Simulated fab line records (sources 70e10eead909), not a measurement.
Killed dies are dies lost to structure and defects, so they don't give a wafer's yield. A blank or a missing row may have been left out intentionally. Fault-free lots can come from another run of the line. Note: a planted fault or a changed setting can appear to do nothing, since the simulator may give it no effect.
fab line records	flow nand_harc
record lots=6	wafers=18	last_day=25
route steps=1159 shown A_CONTACT@948 A_BLC@964 END@1159
lots that met no fault: from a run of the same line without faults
start_h: the number of hours between the record's first day and the start of the first shown wafer of the lot	wait_h: how many hours have passed since the lot's step before this one	" same as the row above	L1.1+2: one row covering several wafers at once	- no value present, or no start provided	* or withheld: withheld	< > ~ a bound
route shown NAME@n: names a module that has steps shown in the file, with the first one's number in the route	usual: average and standard deviation across the fault-free wafers	same: alike in all rows	chamber/n: place in a boat	sites: per-site readings	_std_site: the values' standard deviation	_edge_site: outer sites' mean less inner sites'	radius_mm: for every site, how far away it sits from the centre of the wafer	mask NAME#n: copy n	behind: tool/chamber where the wafer was last shaped	hold: the reason the lot was held/the length of the hold in hours/how it ended	device: which transistor (n, p or np) failed to switch	end of line: the tests these same wafers got at the end of their route	step lacking rows: just its recipe	killed: dies lost to structure and defects at the first sort, not the wafer's yield	map: a wafer's dies, marking killed ones x, the rest . and places with no die _
set.NAME: the setting the step ran with; set.NAME@STEP: the setting that earlier step ran with	model.NAME: the simulator's own value behind a step, which no gauge read
lots at selected steps of the route; one table per step, one row per wafer
services: from which hour (start_h, from the record's first day; less than 0 if before it) a tool's chamber was out of use, for how many hours, and why
## steps
# step NHARC_A_CONTACT_ETCH_139
# recipe source_w=withheld	pressure_mtorr=20	bias_v=400	time_s=137	target_depth_a=5900	ar_flow_sccm=withheld	c4f8_flow_sccm=11.5	o2_flow_sccm=7.2	chemistry=C4F8/O2/Ar
# step NHARC_A_CONTACT_ETCH_92
# recipe target_depth_a=400	over_etch_frac=0.5	time_s=85.7	ion_energy_ev=120	ch3f_flow_sccm=50	o2_flow_sccm=30	ar_flow_sccm=200	rf_w=500	bias_w=100	chemistry=CH3F/O2
# step NHARC_A_CONTACT_ETCH_98
# recipe target_depth_a=200	over_etch_frac=0.5	time_s=10	ion_energy_ev=250	c4f6_flow_sccm=25	o2_flow_sccm=20	ar_flow_sccm=500	rf_w=600	bias_w=500	chemistry=C4F6/O2
# usual drypump_motor_current_A=5.8/0.43	oes_product_au=0.958/0.023	rf_vpp_V=549.7/2.5	showerhead_plenum_p_Torr=4.06/0.12	throttle_valve_pct=26.903/0.0097
lot.wafer	tool	chamber	start_h	wait_h	drypump_motor_current_A	oes_product_au	rf_hours_counter_h	rf_vpp_V	showerhead_plenum_p_Torr	throttle_valve_pct
L466.1	rie_diel-02	3	-	-	5.9	1.004	37	551.9	4.20	26.897
L466.4	"	2	"	"	6.3	1.002	37	548.6	3.97	26.895
L466.5	"	0	"	"	5.7	0.989	-	554.7	4.21	26.899
L476.2	rie_diel-02	1	-	-	6.7	0.930	57	547.6	4.04	26.893
L476.4	"	2	"	"	6.3	0.944	60	548.2	3.96	26.889
L476.1	"	3	"	"	5.9	0.942	57	552.0	4.19	26.901
L478.2	rie_diel-09	2	-	-	5.9	0.936	10	552.5	4.15	26.905
L478.6	"	0	"	"	5.5	0.944	-	543.9	3.82	26.911
L478.5	"	1	"	"	6.2	0.937	-	550.3	4.10	26.910
L479.4	rie_diel-09	2	-	-	5.9	0.947	10	551.5	4.15	26.919
L479.2	"	3	"	"	5.1	0.952	10	548.5	4.04	26.916
L479.5	"	3	"	"	5.1	0.950	-	546.2	4.04	26.912
L483.4	rie_diel-02	3	-	-	5.9	1.011	0	551.4	4.18	26.903
L483.3	"	0	"	"	5.7	0.982	0	552.8	4.19	26.907
L483.2	"	1	"	"	6.7	0.994	0	549.9	4.03	26.918
L484.1	rie_diel-09	1	-	-	6.2	0.942	22	549.8	4.09	26.891
L484.4	"	0	"	"	5.5	0.955	22	543.8	3.82	26.909
L484.6	"	2	"	"	5.9	0.940	-	551.5	4.14	26.901
# step NHARC_A_CONTACT_CD_MEAS_15
# usual cd_nm=90.1/0.53
lot.wafer	tool	chamber	start_h	wait_h	cd_nm
L466.1	cd_sem-01	-	419.33	-	90.3
L466.4	"	-	"	"	90.5
L466.5	"	-	"	"	90.3
L476.1	cd_sem-01	-	475.34	-	90.4
L476.2	"	-	"	"	90.6
L476.4	"	-	"	"	91.1
L478.2	cd_sem-01	-	493.03	-	89.0
L478.5	"	-	"	"	89.7
L478.6	"	-	"	"	90.4
L479.2	cd_sem-02	-	494.94	-	90.1
L479.4	"	-	"	"	90.2
L479.5	"	-	"	"	91.0
L483.2	cd_sem-02	-	514.74	-	89.9
L483.3	"	-	"	"	89.4
L483.4	"	-	"	"	90.0
L484.1	cd_sem-02	-	545.22	-	90.1
L484.4	"	-	"	"	90.6
L484.6	"	-	"	"	89.5
# step NHARC_A_CONTACT_STRIP_107
# recipe n2_flow_sccm=150	h2_flow_sccm=150	ar_flow_sccm=0	bias_w=0	chemistry=N2/H2
# step NHARC_A_CONTACT_STRIP_108
# recipe cf4_flow_sccm=100	chf3_flow_sccm=30	ar_flow_sccm=0	bias_w=0	chemistry=CF4/CHF3
# step NHARC_A_CONTACT_STRIP_109
# recipe o2_flow_sccm=400	cos_flow_sccm=20	ar_flow_sccm=0	bias_w=0	chemistry=O2/COS
# step NHARC_A_CONTACT_ETCH_110
# recipe target_depth_a=500	overetch_a=50	time_s=27.5	ion_energy_ev=100	cf4_flow_sccm=80	o2_flow_sccm=20	ar_flow_sccm=0	rf_w=300	bias_w=100	chemistry=CF4/O2
# usual drypump_motor_current_A=5.8/0.47	oes_ar_750_au=1.000/0.0046	oes_product_au=0.999/0.011	rf_vpp_V=198.7/1.3	showerhead_plenum_p_Torr=1.38/0.045	throttle_valve_pct=13.397/0.0083
lot.wafer	tool	chamber	start_h	wait_h	drypump_motor_current_A	oes_ar_750_au	oes_product_au	rf_hours_counter_h	rf_vpp_V	showerhead_plenum_p_Torr	throttle_valve_pct
L466.4	rie_diel-07	3	419.80	0.1	5.4	0.992	1.007	2	198.4	1.39	13.402
L466.1	"	1	"	"	5.4	1.001	1.005	2	196.9	1.31	13.399
L466.5	"	3	"	"	5.4	1.002	1.009	-	199.3	1.39	13.397
L476.4	rie_diel-02	1	475.64	0.1	6.7	0.993	1.001	57	197.8	1.38	13.388
L476.2	"	2	"	"	6.3	1.007	1.015	60	196.8	1.35	13.390
L476.1	"	3	"	"	5.8	0.998	1.004	57	199.0	1.43	13.407
L478.2	rie_diel-09	2	493.51	0.2	5.9	1.006	0.981	10	198.8	1.42	13.411
L478.5	"	0	"	"	5.4	1.000	0.981	-	196.0	1.30	13.394
L478.6	"	1	"	"	6.2	1.006	1.002	-	200.5	1.40	13.382
L479.2	rie_diel-09	3	495.34	0.1	5.1	0.997	0.995	10	199.4	1.38	13.385
L479.4	"	0	"	"	5.5	1.005	1.003	11	196.7	1.30	13.405
L479.5	"	2	"	"	5.9	0.999	0.999	-	199.0	1.42	13.398
L483.4	rie_diel-02	0	515.03	0.1	5.7	0.990	0.979	0	199.5	1.43	13.394
L483.2	"	1	"	"	6.7	0.998	0.993	0	199.0	1.37	13.392
L483.3	"	3	"	"	5.8	0.999	1.012	0	201.2	1.43	13.393
L484.1	rie_diel-09	0	545.52	0.1	5.5	0.997	1.007	22	198.0	1.30	13.416
L484.4	"	1	"	"	6.2	1.003	1.005	22	199.4	1.40	13.410
L484.6	"	0	"	"	5.5	0.996	1.015	-	197.5	1.30	13.391
# step NHARC_A_CONTACT_STRIP_26
# recipe o2_flow_sccm=500	ar_flow_sccm=0	bias_w=0	chemistry=O2
# usual drypump_motor_current_A=5.9/0.45	oes_product_au=0.997/0.0093	rf_vpp_V=58.0/0.88	showerhead_plenum_p_Torr=3.66/0.11	throttle_valve_pct=17.037/0.011
lot.wafer	tool	chamber	start_h	wait_h	drypump_motor_current_A	oes_product_au	rf_hours_counter_h	rf_vpp_V	showerhead_plenum_p_Torr	throttle_valve_pct
L466.4	rie_diel-07	2	-	-	6.0	0.994	2	57.7	3.74	17.035
L466.1	"	0	"	"	6.3	0.988	2	58.3	3.66	17.022
L466.5	"	1	"	"	5.4	0.999	-	58.0	3.47	17.044
L476.1	rie_diel-02	1	-	-	6.7	1.003	57	56.5	3.63	17.031
L476.4	"	2	"	"	6.3	1.000	60	59.1	3.56	17.035
L476.2	"	3	"	"	5.8	1.005	57	57.2	3.78	17.039
L478.2	rie_diel-09	3	-	-	5.1	1.002	10	59.2	3.64	17.053
L478.6	"	2	"	"	5.9	0.991	-	57.1	3.74	17.037
L478.5	"	3	"	"	5.2	0.997	-	59.6	3.64	17.053
L479.4	rie_diel-09	1	-	-	6.2	0.998	11	57.8	3.69	17.027
L479.2	"	3	"	"	5.1	0.999	10	58.1	3.64	17.021
L479.5	"	1	"	"	6.2	0.996	-	57.4	3.69	17.033
L483.4	rie_diel-02	0	-	-	5.7	0.992	0	57.6	3.78	17.025
L483.2	"	1	"	"	6.7	0.993	0	57.1	3.63	17.025
L483.3	"	2	"	"	6.3	0.981	0	58.0	3.55	17.044
L484.4	rie_diel-09	2	-	-	5.9	1.003	21	59.0	3.73	17.035
L484.1	"	0	"	"	5.5	1.001	22	56.8	3.43	17.039
L484.6	"	3	"	"	5.2	1.006	-	58.4	3.64	17.032
# step NHARC_A_CONTACT_STRIP_27
# recipe time_s=600	temp_c=30	chemistry=post_etch_residue_remover
# step NHARC_A_CONTACT_ALD_18
# recipe target_thk_a=30	pulse_time_s=1	ald_cycles=150	temp_c=450	material=TiN
# usual heater_power_w=1187/110	precursor_pulse_height_rel=0.998/0.021
lot.wafer	tool	chamber	start_h	wait_h	heater_power_w	precursor_pulse_height_rel
L466.4	ald_metal-01	3	420.56	-	934	0.994
L466.1	"	0	"	"	1336	0.997
L466.5	"	2	"	"	1122	0.971
L476.2	ald_metal-01	0	476.32	-	1368	0.982
L476.1	"	1	"	"	1237	0.999
L476.4	"	3	"	"	937	1.014
L478.2	ald_metal-02	1	494.14	-	1174	0.983
L478.6	"	1	"	"	1169	0.986
L478.5	"	2	"	"	1280	0.958
L479.2	ald_metal-03	3	496.00	-	1312	0.985
L479.4	"	1	"	"	1247	1.002
L479.5	"	2	"	"	1127	1.026
L483.4	ald_metal-01	3	515.67	-	956	0.991
L483.3	"	0	"	"	1361	1.006
L483.2	"	1	"	"	1245	0.986
L484.1	ald_metal-03	0	546.16	-	1256	1.010
L484.4	"	3	"	"	1232	0.997
L484.6	"	1	"	"	1244	0.999
# step NHARC_A_CONTACT_CVD_19
# recipe target_thk_a=3000	temp_c=300	pressure_torr=40	wf6_flow_sccm=40	h2_flow_sccm=1600	ar_flow_sccm=1560	time_s=802	material=W
# usual heater_power_w=479/38	mfc_wf6_sccm=39.98/0.12	throttle_valve_pct=8.04/0.27
lot.wafer	tool	chamber	start_h	wait_h	heater_power_w	mfc_wf6_sccm	throttle_valve_pct
L466.1	cvd_w-01	1	-	-	449	39.86	8.08
L466.4	"	1	"	"	444	40.00	7.99
L466.5	"	1	"	"	440	39.94	8.06
L476.1	cvd_w-02	1	-	-	541	40.04	8.15
L476.2	"	0	"	"	482	39.90	7.79
L476.4	"	1	"	"	535	39.83	7.89
L478.2	cvd_w-01	1	-	-	415	40.13	8.25
L478.6	"	1	"	"	425	40.04	8.21
L478.5	"	0	"	"	487	40.06	8.33
L479.2	cvd_w-01	1	-	-	426	39.94	8.13
L479.4	"	1	"	"	426	40.13	8.15
L479.5	"	0	"	"	492	40.07	8.42
L483.2	cvd_w-01	1	-	-	418	39.75	7.88
L483.3	"	0	"	"	486	40.15	8.49
L483.4	"	1	"	"	422	39.75	8.16
L484.1	cvd_w-01	1	-	-	424	40.07	8.14
L484.4	"	1	"	"	432	40.00	7.86
L484.6	"	0	"	"	480	39.70	8.39
# step NHARC_A_CONTACT_CMP_20
# recipe t_overpolish_s=30	target_thk_nm=300
# usual motor_current_A=12.4/1.4	overpolish_run_s=30.001/0.0089	time_to_endpoint_s=59.5/2.8
lot.wafer	tool	chamber	start_h	wait_h	motor_current_A	overpolish_run_s	time_to_endpoint_s
L466.1	cmp-03	1	422.10	0.7	13.7	29.988	63.8
L466.4	"	2	"	"	13.8	29.987	60.4
L466.5	"	0	"	"	14.5	30.005	56.7
L476.1	cmp-03	0	477.40	0.8	14.4	29.999	55.5
L476.2	"	2	"	"	13.7	29.997	59.8
L476.4	"	3	"	"	11.5	30.004	56.1
L478.2	cmp-03	2	497.46	0.8	14.0	29.997	60.9
L478.5	"	1	"	"	13.2	30.000	66.7
L478.6	"	2	"	"	14.0	29.988	59.4
L479.4	cmp-04	0	498.16	0.4	10.3	30.000	60.2
L479.2	"	2	"	"	13.1	29.987	60.5
L479.5	"	0	"	"	9.6	30.004	60.7
L483.2	cmp-04	1	520.64	0.7	10.8	29.997	60.4
L483.3	"	3	"	"	13.8	30.002	59.2
L483.4	"	0	"	"	10.5	30.008	58.7
L484.1	cmp-02	3	551.46	0.8	11.8	30.005	57.6
L484.4	"	2	"	"	14.1	29.989	60.4
L484.6	"	0	"	"	10.1	30.006	57.5
# step NHARC_A_CONTACT_SRD_22
# step NHARC_A_CONTACT_INSPECT_23
# usual raw_defect_count=439/110
lot.wafer	tool	chamber	start_h	wait_h	raw_defect_count
L466.1	defect_inspect-01	-	422.45	0.1	531
L466.4	"	-	"	"	281
L466.5	"	-	"	"	393
L476.1	defect_inspect-01	-	477.80	0.1	1654
L476.2	"	-	"	"	1242
L476.4	"	-	"	"	1265
L478.2	defect_inspect-02	-	497.84	0.1	1420
L478.5	"	-	"	"	1247
L478.6	"	-	"	"	1131
L479.2	defect_inspect-01	-	498.57	0.1	420
L479.4	"	-	"	"	336
L479.5	"	-	"	"	357
L483.2	defect_inspect-02	-	521.04	0.1	410
L483.3	"	-	"	"	318
L483.4	"	-	"	"	421
L484.1	defect_inspect-02	-	551.86	0.1	386
L484.4	"	-	"	"	464
L484.6	"	-	"	"	338
# step NHARC_A_BLC_DEHYDRATE_00
# recipe temp_c=150	time_s=120
# step NHARC_A_BLC_HMDS_01
# recipe time_s=30
# step NHARC_A_BLC_COAT_02
# recipe temp_c=260	time_s=75
# step NHARC_A_BLC_COAT_03
# recipe temp_c=225	time_s=65
# step NHARC_A_BLC_COAT_04
# recipe spin_rpm=1500	resist_thk_nm=90
# step NHARC_A_BLC_SOFTBAKE_05
# recipe temp_c=105	time_s=55
# step NHARC_A_BLC_EBR_06
# step NHARC_A_BLC_EXPOSE_07
# recipe na=1.35	target_cd_nm=100	dose_mj=67.97	mask_id=A_BLC
# step NHARC_A_BLC_PEB_08
# recipe peb_temp_c=100	peb_time_s=65
# step NHARC_A_BLC_DEVELOP_09
# recipe develop_time_s=35	dev_temp_c=23
# step NHARC_A_BLC_CD_MEAS_10
# recipe target_cd_nm=100	landing_energy_ev=500
# usual cd_nm=100.2/0.63
lot.wafer	tool	chamber	start_h	wait_h	cd_nm
L466.1	cd_sem-02	0	422.95	-	100.0
L466.4	"	0	"	"	99.9
L466.5	"	0	"	"	100.1
L476.1	cd_sem-03	0	478.22	-	100.3
L476.2	"	0	"	"	100.9
L476.4	"	0	"	"	101.2
L478.2	cd_sem-03	0	498.35	-	99.3
L478.5	"	0	"	"	99.7
L478.6	"	0	"	"	99.3
L479.2	cd_sem-02	0	499.08	-	101.0
L479.4	"	0	"	"	100.2
L479.5	"	0	"	"	99.6
L483.2	cd_sem-02	0	521.55	-	99.4
L483.3	"	0	"	"	99.9
L483.4	"	0	"	"	99.2
L484.1	cd_sem-03	0	552.24	-	100.0
L484.4	"	0	"	"	100.0
L484.6	"	0	"	"	99.4
# step NHARC_A_BLC_OVL_MEAS_11
# usual overlay_x_nm=-0.1/0.74	overlay_y_nm=0.2/0.64
lot.wafer	tool	chamber	start_h	wait_h	overlay_x_nm	overlay_y_nm
L466.1	overlay-02	-	423.04	-	-1.0	0.0
L466.4	"	-	"	"	-1.0	0.5
L466.5	"	-	"	"	-0.5	-0.2
L476.1	overlay-02	-	478.31	-	1.0	0.1
L476.2	"	-	"	"	0.3	0.5
L476.4	"	-	"	"	1.1	-0.2
L478.2	overlay-02	-	498.44	-	-0.4	0.7
L478.5	"	-	"	"	-0.4	0.1
L478.6	"	-	"	"	-0.3	0.7
L479.2	overlay-01	-	499.17	-	0.2	-0.9
L479.4	"	-	"	"	0.1	-0.6
L479.5	"	-	"	"	-0.2	-0.3
L483.2	overlay-02	-	521.64	-	-0.3	0.8
L483.3	"	-	"	"	-0.1	0.9
L483.4	"	-	"	"	0.6	0.8
L484.1	overlay-02	-	552.33	-	-1.3	-0.7
L484.4	"	-	"	"	-0.7	-0.7
L484.6	"	-	"	"	-0.9	-0.2
# step NHARC_A_BLC_INSPECT_12
# usual raw_defect_count=30/12
lot.wafer	tool	chamber	start_h	wait_h	raw_defect_count
L466.1	defect_inspect-02	-	423.08	0.0	26
L466.4	"	-	"	"	20
L466.5	"	-	"	"	27
L476.1	defect_inspect-02	-	478.35	0.0	780
L476.2	"	-	"	"	808
L476.4	"	-	"	"	794
L478.2	defect_inspect-01	-	498.47	0.0	849
L478.5	"	-	"	"	844
L478.6	"	-	"	"	847
L479.2	defect_inspect-02	-	499.20	0.0	41
L479.4	"	-	"	"	25
L479.5	"	-	"	"	32
L483.2	defect_inspect-02	-	521.67	0.0	16
L483.3	"	-	"	"	16
L483.4	"	-	"	"	23
L484.1	defect_inspect-02	-	552.36	0.0	58
L484.4	"	-	"	"	46
L484.6	"	-	"	"	54
# step NHARC_A_BLC_DESCUM_15
# recipe time_s=3	o2_flow_sccm=200	ar_flow_sccm=0	bias_power_w=0	chemistry=O2
# step NHARC_END_SORT_01
# recipe temp_c=25
# usual killed_at_array=26/9	killed_at_other=0.8/1.2	killed_at_periphery=3.2/2.3	killed_dies=30/9.1	killed_open=3.5/2	killed_short=1.8/1.4
# same gross_dies=677
lot.wafer	tool	chamber	start_h	wait_h	killed_at_array	killed_at_other	killed_at_periphery	killed_dies	killed_open	killed_short
L476.1	prober-02	0	530.83	2.5	441	0	4	445	4	0
L476.2	prober-02	0	531.64	2.8	464	0	3	467	1	0
L476.4	prober-02	0	533.26	3.4	459	0	3	462	4	1
L478.2	prober-01	0	543.56	2.8	454	0	0	454	2	1
L478.5	prober-01	0	545.97	3.7	486	1	2	489	2	0
L478.6	prober-01	0	546.77	4.0	476	1	2	479	3	1
# killed by level:class
L476.1 A_CONTACT:unspecified=436 P_M1:geometric_particle:open=1 A_ONON_D1:geometric_particle:open=1 A_BLC:geometric_particle:open=1 A_M0:geometric_particle:open=1 P_ZERO_WELL:chamber_film_flake=1 P_GATE:chamber_film_flake=1 P_M1:chamber_film_flake=1
L476.2 A_CONTACT:unspecified=462 A_CHANNEL_HOLE_D1:chamber_film_flake=2 P_CONTACT:geometric_particle:open=1 P_GATE:chamber_film_flake=1 P_M1:chamber_film_flake=1
L476.4 A_CONTACT:unspecified=452 P_M1:chamber_film_flake=2 P_GATE:geometric_particle:open=1 A_CHANNEL_HOLE_D1:geometric_particle:open=1 A_WL_FILL:geometric_particle:short=1 A_WL_FILL:geometric_particle:open=1 A_M0:geometric_particle:open=1 A_CHANNEL_HOLE_D1:chamber_film_flake=1
L478.2 A_CONTACT:unspecified=430 A_CHANNEL_HOLE_D1:chamber_film_flake=16 A_CONTACT:geometric_particle:open=2 A_STAIRCASE:chamber_film_flake=2 A_CONTACT:chamber_film_flake=2 A_ONON_D1:geometric_particle:short=1 A_M0:chamber_film_flake=1
L478.5 A_CONTACT:unspecified=465 A_CHANNEL_HOLE_D1:chamber_film_flake=14 A_STAIRCASE:chamber_film_flake=4 P_GATE:geometric_particle:open=1 A_CONTACT:geometric_particle:open=1 P_STI:chamber_film_flake=1 A_CONTACT:chamber_film_flake=1 A_M0:chamber_film_flake=1
L478.6 A_CONTACT:unspecified=456 A_CHANNEL_HOLE_D1:chamber_film_flake=11 A_CONTACT:chamber_film_flake=3 A_STAIRCASE:chamber_film_flake=2 A_ONON_D1:geometric_particle:short=1 A_CONTACT:geometric_particle:open=1 A_BLC:geometric_particle:open=1 A_M0:geometric_particle:open=1
# map L476.2 (x killed, . not)
____________x____________
_________xxx...x_________
_______x.x..xxxxxx_______
______x..x.xxxxx.xx______
_____..xxxxxxx.xx.xx_____
____xxx.xxx.x.xxx...x____
____xx..xxxxxxxxxxxx.____
___xx...xxx.xxx.x.x..x___
___xxxx..xxxx.xx.xxx.x___
__xxxxx.x..xxxxxx.xxxx.__
__.xxxx.....xxx...x.xxx__
_xxx....xxx.x...xx..xx.x_
_xxxx.xxxxx..xxx.x.xxxxx_
_x.xxxxxxx.x.....xx.x.x._
_x..xxxxx.x.x..xxxx..xxx_
_x.xxxxx..xxxxxxx.xxx..x_
xxxxxxxx.xx...x..x.xxxx.x
xxx.x.xx..xxxxxxxxx.xx.x.
..xx.x..x.xx.xxx.xx.xxxxx
xx.xxxx..xxxxxxxxx.x.xxx.
x.xxx..xxxxxx.xx.xxxxxx.x
_xxx.xxxxxxx.xx.xx..x.x._
_xxxxx..xxxx...x.xxxxxxx_
_xxxxxxxx.xxxx..xx.xx.x._
_x...xxx.xx.x..xxxx.xxxx_
_..xxxxx.xxx.x.xx..xxxxx_
__xxxxxx...xx..x.xxxxxx__
__.xxxxxxxxxxxxxxxxxxxx__
___xx.xx..x.xx.xxxx.x.___
___xxxxxxxxx.xx...xxx.___
____xxxxxx..xxx...x.x____
____.xxxxxx.xxxx.xxx.____
_____xx...x.xxxxxxxx_____
______....xx.xxxx.x______
_______.xx.x..x.xx_______
_________xxx...._________
____________.____________
# map L478.5 (x killed, . not)
____________.____________
_________.x.xx.._________
_______xxxxx.xxxxx_______
______xxxxxxxxx.xx.______
_____xx..xxx..xxxx.._____
____xxxxxxxxxxxxx.xxx____
____..xxxx.xxxx.x.xxx____
___xxxx.xx.x.xx.x..xxx___
___xx.xxx..xxxx.xx.xx.___
__xxxx.xxx..xx.xx.xxxxx__
__.xxxxxxxxxx.xxxxx..xx__
_xx.xxx.x..xx.x.xxxx.x.x_
_xxxxxxx.xxx.xx.xxxxxxxx_
_xx.xxx.xxx.x.xxx.xxxxxx_
_.xxxxx.xxx.x.x..x.x.x.x_
_xxx..xxxxxxx.xxxxx.x.xx_
xx.xx...xxxxxx.x.xxxxxxxx
.xxxxxx.xx.xx.xxxxxx.x.x.
xxx.x..xxxxx.xxxxxx..xxx.
xx.xxx...xxxxxxx....x.xx.
..xxxxxxxxxxxxxx...xxxxxx
_...xxxxxxxxxx.x..xx.x.._
_.xxxxx..x.xxx.xx..xxxx._
_xxxx.x.xx.xxxxxxxxx...x_
_x.xxxxxxxxxxx.xxxxx..xx_
_xx.xxxxxx.xxx..x..xx.xx_
__.x.xxxx.xx.xxxx.xx..x__
__x.x.xxxx.xxx.x.xxxxxx__
___xxxx.xxxxxxxxxx.xxx___
___x.xxx.x.xxxx.xx..x.___
____x.xx.x..xxx.xxxxx____
____xx..xxxxxxx..xx.x____
_____xxxx.xxx..x.xxx_____
______..xxxxxxx.xx.______
_______xx.xx...xx._______
_________x.xx.x._________
____________.____________
## services
tool	chamber	start_h	hours	kind
rie_diel-07	-	396.21	0.8	repair
cmp-04	-	400.22	4.0	pm
ald_metal-02	0	400.42	4.5	repair
rie_diel-07	-	405.23	9.0	pm
ald_metal-03	1	413.98	6.7	repair
ald_metal-03	-	425.14	1.0	repair
cmp-04	-	428.33	0.9	repair
rie_diel-09	-	431.10	9.0	pm
rie_diel-07	1	445.64	11.8	repair
ald_metal-03	1	449.47	19.0	repair
cmp-03	-	451.17	4.0	pm
rie_diel-07	2	472.43	2.0	repair
cvd_w-01	-	475.36	13.0	pm
rie_diel-07	1	475.59	4.5	repair
rie_diel-07	0	483.49	29.7	repair
cmp-04	-	498.31	4.0	pm
ald_metal-03	-	500.00	10.0	pm
rie_diel-07	3	501.47	9.7	repair
rie_diel-02	-	504.76	9.0	pm
cmp-04	-	517.59	1.8	repair
rie_diel-09	3	529.47	15.0	repair
ald_metal-01	0	548.89	4.0	repair
cmp-03	-	549.17	4.0	pm
cmp-04	-	549.81	1.2	repair
## key
first_sign step=NHARC_A_CONTACT_INSPECT_23	reading=raw_defect_count	direction=up	sigmas=8.2	usual=439	struck=1326
effect step=NHARC_A_BLC_INSPECT_12	reading=raw_defect_count	direction=up	sigmas=67	usual=30	struck=820
effect step=NHARC_END_SORT_01	reading=killed_at_array	direction=up	sigmas=49	usual=26	struck=463
more_kills_born_at NHARC_A_CONTACT_CMP_20@cmp-03=2701
met_at NHARC_A_CONTACT_CMP_20
struck_wafers L476.1,L476.2,L476.4,L478.2,L478.5,L478.6
tester_left_out L476,L478
onset_between 422.10 477.40
fault kind=chamber_particle_source	tool=cmp-03	chamber=-	onset_h=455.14	steps=NHARC_A_CONTACT_CMP_20	rate_per_visit_cm2=1.2407	end_h=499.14
# tester_left_out: of these lots the tester's yield and bins aren't shown, on N5 and GAA mostly nor the transistor test; their killed dies are dies lost to structure and defects alone, not to doping, threshold or leakage, so they don't give the yield
